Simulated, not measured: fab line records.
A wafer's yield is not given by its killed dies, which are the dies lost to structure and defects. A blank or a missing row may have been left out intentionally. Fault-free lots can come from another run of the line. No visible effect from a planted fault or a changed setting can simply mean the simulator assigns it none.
Chamber matching | flow n5 finfet | 4 sister chambers for N5_BEOL_M2_ETCH_77 on rie diel-01
The step etches underlayer in N2/H2, target depth 6.5 nm, time 5.2 s. 4 wafers are shown with their chamber, then 10 later ones without.

WAFERS, EACH WITH ITS CHAMBER
wafer  | chamber | drypump motor current A (A)
L079.2 | 2       | 5.7
L084.6 | 0       | 6.6
L085.1 | 3       | 4.8
L085.2 | 1       | 5.7

WAFERS MISSING THEIR CHAMBER
wafer  | drypump motor current A (A)
L085.3 | 5.7
L085.4 | 5.8
L085.5 | 4.8
L085.6 | 5.7
L088.2 | 6.6
L088.4 | 5.7
L088.6 | 6.5
L094.1 | 5.7
L094.5 | 5.7
L094.6 | 6.5

THE CHAMBER EACH PASSED THROUGH
wafer  | from the rows above     | in truth
L085.3 | can't be placed: 1 or 2 | 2
L085.4 | can't be placed: 1 or 2 | 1
L085.5 | 3                       | 3
L085.6 | can't be placed: 1 or 2 | 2
L088.2 | 0                       | 0
L088.4 | can't be placed: 1 or 2 | 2
L088.6 | 0                       | 0
L094.1 | can't be placed: 1 or 2 | 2
L094.5 | can't be placed: 1 or 2 | 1
L094.6 | 0                       | 0
Placed correctly: 4 of 10. Can't be placed from these rows: 6 (the true chamber is among the candidates in 6). Wrongly placed: 0.
How it was worked out, from the rows above alone: a wafer's distance from a chamber is the root of the sum, over the readings, of the square of ((its reading less the chamber's mean) divided by the reading's scatter). The wafer belongs to the nearest chamber; if the next one is less than 2 further off, it can't be placed. Each chamber's mean is taken over the wafers shown for it. The scatter (one wafer shown for each chamber): square how far every hidden wafer sits from the nearest shown wafer, average those squares and take the square root.
